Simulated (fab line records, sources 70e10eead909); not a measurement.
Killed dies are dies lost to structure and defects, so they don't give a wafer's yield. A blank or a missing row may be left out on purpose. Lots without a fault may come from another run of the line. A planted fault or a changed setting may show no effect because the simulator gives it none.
A struck lot beside a sound one | flow nand_harc | 43 steps out of a route of 1302
Sound: wafers L199.1, L199.3, L199.5. Struck: wafer L189.2. (L189.1 of the same lot was not struck and is left out.) The cause comes at the end.
At each step with rows: each side's tool, then ch and its chambers, then its first start. Under that, the readings that differ: sound wafers | struck wafers | difference of the means | sigmas: that difference in standard deviations of wafers without a fault.
alike: readings whose means differ by less than 2 such deviations, and words and numbers that are the same on both sides. not compared: withheld readings, readings that some wafer has no value for, bounds like >300 that may hide the same value, and numbers for which the record gives no deviation and whose values overlap.
The two part at a step that has a row with sigmas, a row that says differs or no value, or rows on one side only. Numbers that don't overlap but have no deviation are shown without sigmas and don't part them. A reading that every wafer of one side lacks parts them only if that side has two wafers or more.

first, 4 steps without rows for these wafers: NHARC_A_CONTACT_ETCH_122 (etches the open film in C4F8/O2/Ar, time 190 s, target depth 1850 nm); NHARC_A_CONTACT_ETCH_123 (etches the open film in C4F8/O2/Ar, time 490 s, target depth 2110 nm); NHARC_A_CONTACT_ETCH_90 (etches the open film in CH3F/O2, target depth 40 nm, time 85.7 s); NHARC_A_CONTACT_ETCH_96 (etches the open film in C4F6/O2, target depth 20 nm, time 10 s).
NHARC_A_CONTACT_CD_MEAS_53:
  sound on cd_sem-01, day 29 04:11; struck on cd_sem-01, day 24 23:41
  alike: cd_nm
then, 4 steps without rows for these wafers: NHARC_A_CONTACT_STRIP_99 (strips in N2/H2); NHARC_A_CONTACT_STRIP_100 (strips in CF4/CHF3); NHARC_A_CONTACT_STRIP_101 (strips in O2/COS); NHARC_A_CONTACT_ETCH_102 (etches the open film in CF4/O2, target depth 100 nm, overetch 10 nm, time 55 s).
NHARC_A_CONTACT_STRIP_55: strips in O2.
  sound on rie_diel-04 ch 2,3; struck on rie_diel-04 ch 2
  alike: drypump_motor_current_A, oes_product_au, rf_vpp_V, showerhead_plenum_p_Torr, throttle_valve_pct
  not compared: rf_hours_counter_h
then, 2 steps without rows for these wafers: NHARC_A_CONTACT_STRIP_56 (strips in post etch residue remover, time 600 s); NHARC_A_CONTACT_DEP_57 (deposits aC, target thk 5300 nm).
NHARC_A_CONTACT_DEP_58: deposits SiON, target thk 90 nm.
  sound on pecvd-03 ch 0,1, day 29 08:25; struck on pecvd-01 ch 0, day 25 04:38
  alike: heater_power_w
then, 10 steps without rows for these wafers: NHARC_A_CONTACT_DEHYDRATE_59 (time 120 s); NHARC_A_CONTACT_HMDS_60 (time 30 s); NHARC_A_CONTACT_COAT_61 (time 75 s); NHARC_A_CONTACT_COAT_62 (time 65 s); NHARC_A_CONTACT_COAT_63 (resist thk 90 nm); NHARC_A_CONTACT_SOFTBAKE_64 (time 55 s); NHARC_A_CONTACT_EBR_65; NHARC_A_CONTACT_EXPOSE_66 (exposes mask A CC 2); NHARC_A_CONTACT_PEB_67 (peb time 65 s); NHARC_A_CONTACT_DEVELOP_68 (develop time 35 s).
NHARC_A_CONTACT_CD_MEAS_69: target cd 300 nm.
  sound on cd_sem-03 ch 0, day 29 09:01; struck on cd_sem-01 ch 0, day 25 05:22
  alike: cd_nm
NHARC_A_CONTACT_OVL_MEAS_70:
  sound on overlay-02, day 29 09:06; struck on overlay-02, day 25 05:27
  reading           | sound          | struck | difference | sigmas
  overlay_x_nm (nm) | -0.7 -1.6 -0.5 | 0.8    | +1.7       | +2
  alike: overlay_y_nm
NHARC_A_CONTACT_INSPECT_71:
  sound on defect_inspect-02, day 29 09:08; struck on defect_inspect-02, day 25 05:29
  alike: raw_defect_count
then, 3 steps without rows for these wafers: NHARC_A_CONTACT_DESCUM_74 (chemistry O2, time 3 s); NHARC_A_CONTACT_ETCH_75 (etches the open film in CF4, target depth 39 nm, time 65 s); NHARC_A_CONTACT_ETCH_76 (etches the open film in N2/H2, target depth 260 nm, time 475.3 s).
NHARC_A_CONTACT_ETCH_77: etches the open film in CF4/CHF3, target depth 108.9 nm, time 54.5 s.
  sound on rie_diel-08 ch 0,1; struck on rie_diel-04 ch 0
  alike: bias_w, drypump_motor_current_A, oes_product_au, rf_vpp_V, showerhead_plenum_p_Torr, throttle_valve_pct
  not compared: rf_hours_counter_h
NHARC_A_CONTACT_ETCH_78: etches the open film in O2/COS, target depth 5300 nm, time 1378 s.
  sound on rie_diel-08 ch 0,2,3; struck on rie_diel-04 ch 3
  reading                         | sound             | struck | difference | sigmas
  rf_vpp_V (V)                    | 314.2 314.5 317.8 | 310.4  | -5.1       | -2
  showerhead_plenum_p_Torr (Torr) | 3.09 3.15 3.32    | 2.92   | -0.27      | -2
  alike: bias_w, cos_flow_sccm, drypump_motor_current_A, oes_product_au, throttle_valve_pct
  not compared: rf_hours_counter_h
NHARC_A_CONTACT_ETCH_124: etches the open film in C4F8/O2/Ar, time 140 s, target depth 700 nm.
  sound on har_cap_etch-01 ch 0,1, day 29 10:49; struck on har_cap_etch-03 ch 1, day 25 07:06
  not compared: rf_hours_counter_h
then, 5 steps without rows for these wafers: NHARC_A_CONTACT_ETCH_125 (etches the open film in C4F8/O2/Ar, time 197 s, target depth 1918 nm); NHARC_A_CONTACT_ETCH_126 (etches the open film in C4F8/O2/Ar, time 197 s, target depth 1918 nm); NHARC_A_CONTACT_ETCH_127 (etches the open film in C4F8/O2/Ar, time 197 s, target depth 1918 nm); NHARC_A_CONTACT_ETCH_128 (etches the open film in C4F8/O2/Ar, time 197 s, target depth 1918 nm); NHARC_A_CONTACT_ETCH_129 (etches the open film in C4F8/O2/Ar, time 197 s, target depth 1918 nm).
NHARC_A_CONTACT_ETCH_130: etches the open film in C4F8/O2/Ar, time 197 s, target depth 1918 nm.
  sound on har_cap_etch-01 ch 0,1, day 29 11:53; struck on har_cap_etch-03 ch 1, day 25 08:10
  not compared: rf_hours_counter_h
then, 4 steps without rows for these wafers: NHARC_A_CONTACT_ETCH_131 (etches the open film in C4F8/O2/Ar, time 197 s, target depth 1918 nm); NHARC_A_CONTACT_ETCH_132 (etches the open film in C4F8/O2/Ar, time 197 s, target depth 1924 nm); NHARC_A_CONTACT_ETCH_133 (etches the open film in C4F8/O2/Ar, time 374 s, target depth 1610 nm); NHARC_A_CONTACT_ETCH_91 (etches the open film in CH3F/O2, target depth 40 nm, time 85.7 s).
-- the record jumps here: 2 days lie between the struck wafers' starts before and after (it left off in module A_CONTACT and takes up again in module END, whose first step shown is number 1302 of the route) --
NHARC_END_SORT_01:
  the record has rows for the struck wafers here (prober-02 ch 0, day 27 14:51) and none for the sound ones

WHERE THEY PART
First at NHARC_A_CONTACT_OVL_MEAS_70; last, within this record, at NHARC_END_SORT_01.

WHY: what the simulator had put in
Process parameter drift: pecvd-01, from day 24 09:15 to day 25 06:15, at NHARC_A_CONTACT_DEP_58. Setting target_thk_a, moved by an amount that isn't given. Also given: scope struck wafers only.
